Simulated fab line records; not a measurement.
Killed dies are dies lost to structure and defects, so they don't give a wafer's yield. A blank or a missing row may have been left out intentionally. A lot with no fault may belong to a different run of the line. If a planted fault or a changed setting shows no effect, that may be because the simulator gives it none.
Comparing a struck lot with a sound one :: flow nandHarc :: 14 out of 1302 route steps
Sound: wafers L873.2, L873.4, L873.6. Struck: wafer L890.1; the same lot's L890.4 was not struck, so it is left out; see the end for the cause.
Per side, at each step with rows, come the tool, then ch with its chambers, and then its first start. Under that, the readings that differ: sound wafers :: struck wafers :: difference of the means :: sigmas: that difference in standard deviations of wafers without a fault.
alike: readings whose means differ by less than 2 such deviations, and words and numbers that are the same on both sides. not compared: withheld readings, readings that some wafer has no value for, bounds like >300 that may hide the same value, and numbers for which the record gives no deviation and whose values overlap.
The two part at a step that has a row with sigmas, a row that says differs or no value, or rows on one side only. Numbers that don't overlap but have no deviation are shown without sigmas and don't part them. Lack of a reading on every wafer of one side parts them only where that side has two or more wafers.

NHARC_A_ZERO_WELL_INSPECT_17:
  sound on defectInspect-02 at day 8 09:48; struck on defectInspect-02 at day 15 12:37
  alike: rawDefectCount
then, 3 steps without rows for these wafers: NHARC_A_SOURCE_PLATE_PRECLEAN_00 (cleans in HF-LAST, time 60 s); NHARC_A_SOURCE_PLATE_SRD_01; NHARC_A_SOURCE_PLATE_OXIDE_02 (material SiO2, target thk 10 nm, ox time 1362 s).
NHARC_A_SOURCE_PLATE_THK_MEAS_09: measures by ellipsometry.
  sound on filmMetro-01 at day 8 17:05; struck on filmMetro-02 at day 15 20:14
  alike: thkNm
then, 3 steps without rows for these wafers: NHARC_A_SOURCE_PLATE_PVD_04 (deposits WSi2, target thk 50 nm); NHARC_A_SOURCE_PLATE_CVD_03 (deposits poly-Si, target thk 200 nm, time 4000 s); NHARC_A_SOURCE_PLATE_ANNEAL_05 (time 1800 s).
NHARC_A_SOURCE_PLATE_THK_MEAS_06: measures by ellipsometry.
  sound on filmMetro-02 at day 9 06:50; struck on filmMetro-01 at day 16 08:44
  alike: thkNm
NHARC_A_SOURCE_PLATE_INSPECT_08:
  sound on defectInspect-02 at day 9 06:56; struck on defectInspect-01 at day 16 08:48
  alike: rawDefectCount
NHARC_A_ONON_D1_DEP_00: target thk 1000 nm.
  sound on pecvdOnon-04 ch 0, day 9 07:04; struck on pecvdOnon-03 ch 0, day 16 08:52
NHARC_A_ONON_D1_THK_MEAS_02: measures by ellipsometry.
  sound on filmMetro-01 at day 9 07:31; struck on filmMetro-01 at day 16 09:23
reading: thkNm (nm)
sound: 988 985 986
struck: 1041
difference: +55
sigmas: +5
then, no rows for these wafers at 1 step: NHARC_A_ONON_D1_DEP_03 (target thk 1000 nm).
NHARC_END_SORT_01:
  the record has rows for the sound wafers here (prober-01 ch 0, day 25 18:56) and none for the struck ones

## WHERE THEY PART
Last at NHARC_END_SORT_01 as far as this record goes, first at NHARC_A_ONON_D1_THK_MEAS_02.

WHY: what the simulator had put in
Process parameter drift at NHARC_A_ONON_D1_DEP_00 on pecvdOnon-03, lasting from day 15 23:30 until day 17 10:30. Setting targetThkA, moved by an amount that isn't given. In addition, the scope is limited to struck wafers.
